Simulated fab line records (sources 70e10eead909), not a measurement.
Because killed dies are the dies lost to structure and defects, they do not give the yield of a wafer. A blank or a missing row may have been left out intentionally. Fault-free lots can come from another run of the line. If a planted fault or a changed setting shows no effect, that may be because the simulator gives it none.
A struck lot beside a sound one    flow nandHarc    13 out of 1302 route steps
Sound: the wafers L877.1, L877.2, L877.3. Struck: wafer L883.3 (left out: L883.1, L883.2 of the same lot, which were not struck); the cause appears at the end.
At each step with rows: each side's tool, then ch and its chambers, then its first start. Under that, the readings that differ: sound wafers    struck wafers    difference of the means    sigmas: that difference in standard deviations of wafers without a fault.
alike: words and numbers the same on both sides, and readings whose means are apart by under 2 such deviations; not compared: readings that were withheld, readings missing a value for some wafer, numbers with overlapping values and no deviation given by the record, and bounds like >300 which may hide the same value.
Wherever a step has rows on one side only, a row that says differs or no value, or a row with sigmas, the two part there. When numbers do not overlap yet have no deviation, they are printed without sigmas and do not part them. A reading that every wafer of one side lacks parts them only if that side has two wafers or more.

first, 4 steps without rows for these wafers: NHARC_A_WL_FILL_STRIP_28 (strips in post etch residue remover, time 1200 s); NHARC_A_WL_FILL_PRECLEAN_06 (cleans in DIW, time 300 s); NHARC_A_WL_FILL_SRD_07; NHARC_A_WL_FILL_ANNEAL_08 (time 1800 s).
NHARC_A_WL_FILL_ALD_10: deposits SiO2, target thk 50 nm, pulse time 10 s, ald cycles 500.
  sound on aldHk-01 ch 0,1,2, day 21 19:18; struck on aldHk-01 ch 3, day 25 01:41
  alike: heaterPowerOuterW, heaterPowerW, precursorPulseHeightRel
NHARC_A_WL_FILL_ETCHBACK_16: etches the open film in C4F8/O2/Ar, target depth 120 nm, time 24 s.
  sound: rieDiel-04 ch 0,1,3; struck: rieDiel-08 ch 0
reading              sound        struck  difference  sigmas
rfHoursCounterH (h)  4.1 3.9 4.4  0.7     -3.4        
rfVppV (V)           723 718 718  728     +8          +2
  alike: oesProductAu, runLengthS
NHARC_A_WL_FILL_STRIP_29: strips in O2, time 20 s.
  sound on rieDiel-04 ch 0,1,2, day 22 00:04; struck on rieDiel-08 ch 1, day 25 06:26
reading              sound        struck  difference  sigmas
rfHoursCounterH (h)  4.1 3.9 4.1  1.7     -2.3        
  alike: drypumpMotorCurrentA, oesProductAu, rfVppV, showerheadPlenumPTorr, throttleValvePct
NHARC_A_WL_FILL_ETCHBACK_17: etches the open film in Cl2/BCl3, target depth 4 nm, time 26.7 s.
  sound on rieMetal-01 ch 0,1, day 22 00:08; struck on rieMetal-02 ch 1, day 25 06:31
  alike: drypumpMotorCurrentA, oesProductAu, runLengthS
  not compared: rfHoursCounterH
then, 3 steps without rows for these wafers: NHARC_A_WL_FILL_PRECLEAN_18 (cleans in dHF, time 30 s); NHARC_A_WL_FILL_SRD_21; NHARC_A_WL_FILL_CVD_23 (deposits poly-Si, target thk 40 nm, time 800 s).
NHARC_A_WL_FILL_ETCHBACK_26: etches the open film in HBr, target depth 52 nm, time 13.3 s.
  sound on rieSi-01 ch 0,2,3, day 22 05:23; struck on rieSi-01 ch 3, day 25 11:41
reading              sound           struck  difference  sigmas
rfHoursCounterH (h)  0.7 0.7 0.7     0.2     -0.5        
runLengthS (s)       34.4 34.8 34.6  32.2    -2.4        -7
  alike: drypumpMotorCurrentA, oesProductAu, throttleValvePct
then, 1 step without rows for these wafers: NHARC_A_WL_FILL_PRECLEAN_30 (cleans in dHF, time 10 s).

WHERE THEY PART
Earliest at NHARC_A_WL_FILL_ETCHBACK_16; latest, in this record, at NHARC_A_WL_FILL_ETCHBACK_26.

WHY: whatever the simulator had introduced
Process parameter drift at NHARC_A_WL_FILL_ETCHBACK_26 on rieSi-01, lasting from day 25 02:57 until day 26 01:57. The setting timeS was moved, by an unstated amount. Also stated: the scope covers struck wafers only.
